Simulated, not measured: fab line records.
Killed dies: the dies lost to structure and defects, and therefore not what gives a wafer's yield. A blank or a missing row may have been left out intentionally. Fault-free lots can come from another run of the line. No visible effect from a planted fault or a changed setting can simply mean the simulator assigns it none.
A lot that was struck, set against a sound lot :: flow nand-harc :: 14 steps out of a route of 1159
Sound: these wafers, L640.3, L640.5, L640.6. Struck: wafer L633.5. (L633.1 of the same lot was not struck and is left out.) The cause comes at the end.
At each step with rows: each side's tool, then ch and its chambers, then its first start. Under that, the readings that differ: sound wafers :: struck wafers :: difference of the means :: sigmas: that difference in standard deviations of wafers without a fault.
alike: readings whose means differ by less than 2 such deviations, and words and numbers that are the same on both sides. not compared: withheld readings, readings that some wafer has no value for, bounds like >300 that may hide the same value, and numbers for which the record gives no deviation and whose values overlap.
A row with sigmas, a row that says differs or no value, or rows on one side alone: a step with any of these is where the two part. Non-overlapping numbers with no deviation appear without sigmas and do not part them. Lack of a reading on every wafer of one side parts them only where that side has two or more wafers.

NHARC_P_BONDPAD_INSPECT_23:
  sound: defect-inspect-02 at day 11 12:36; struck: defect-inspect-01 at day 10 08:20
  alike: raw-defect-count
NHARC_P_BONDPAD_ACTIVATE_29: chemistry N2, time 60 s.
  sound on rie-diel-01 ch 1,2, day 11 12:40; struck on rie-diel-01 ch 2, day 10 08:25
reading: oes-product-au (a.u.)
sound: 1.021 1.017 0.996
struck: 0.988
difference: -0.023
sigmas: -2
  alike: drypump-motor-current-A, rf-vpp-V, showerhead-plenum-p-Torr
  not compared: rf-hours-counter-h
then, 2 steps without rows for these wafers: NHARC_P_BONDPAD_PRECLEAN_30 (cleans in DIW, time 300 s); NHARC_P_BONDPAD_SRD_31 (time 30 s, dry time 20 s).
NHARC_A_START_INSPECT_01:
  sound: defect-inspect-01 at day 11 13:10; struck: defect-inspect-01 at day 10 08:49
  alike: raw-defect-count
then, 6 steps without rows for these wafers: NHARC_A_ZERO_WELL_PRECLEAN_00 (cleans in SPM, time 600 s); NHARC_A_ZERO_WELL_SRD_01; NHARC_A_ZERO_WELL_DEHYDRATE_02 (time 120 s); NHARC_A_ZERO_WELL_HMDS_03 (time 30 s); NHARC_A_ZERO_WELL_COAT_18 (time 65 s); NHARC_A_ZERO_WELL_COAT_04 (resist thk 600 nm).
NHARC_A_ZERO_WELL_SOFTBAKE_05: time 70 s.
  sound on litho-track-05 ch 0, day 11 13:00; struck on litho-track-07 ch 0, day 10 09:00
reading: heater-power-total-W (W)
sound: 199.3 202.6 199.5
struck: 233.0
difference: +32.5
sigmas: +23
then, 2 steps without rows for these wafers: NHARC_A_ZERO_WELL_EBR_06; NHARC_END_SORT_01.

== WHERE THEY PART ==
First at NHARC_P_BONDPAD_ACTIVATE_29; last, within this record, at NHARC_A_ZERO_WELL_SOFTBAKE_05.

WHY: what the simulator had put in
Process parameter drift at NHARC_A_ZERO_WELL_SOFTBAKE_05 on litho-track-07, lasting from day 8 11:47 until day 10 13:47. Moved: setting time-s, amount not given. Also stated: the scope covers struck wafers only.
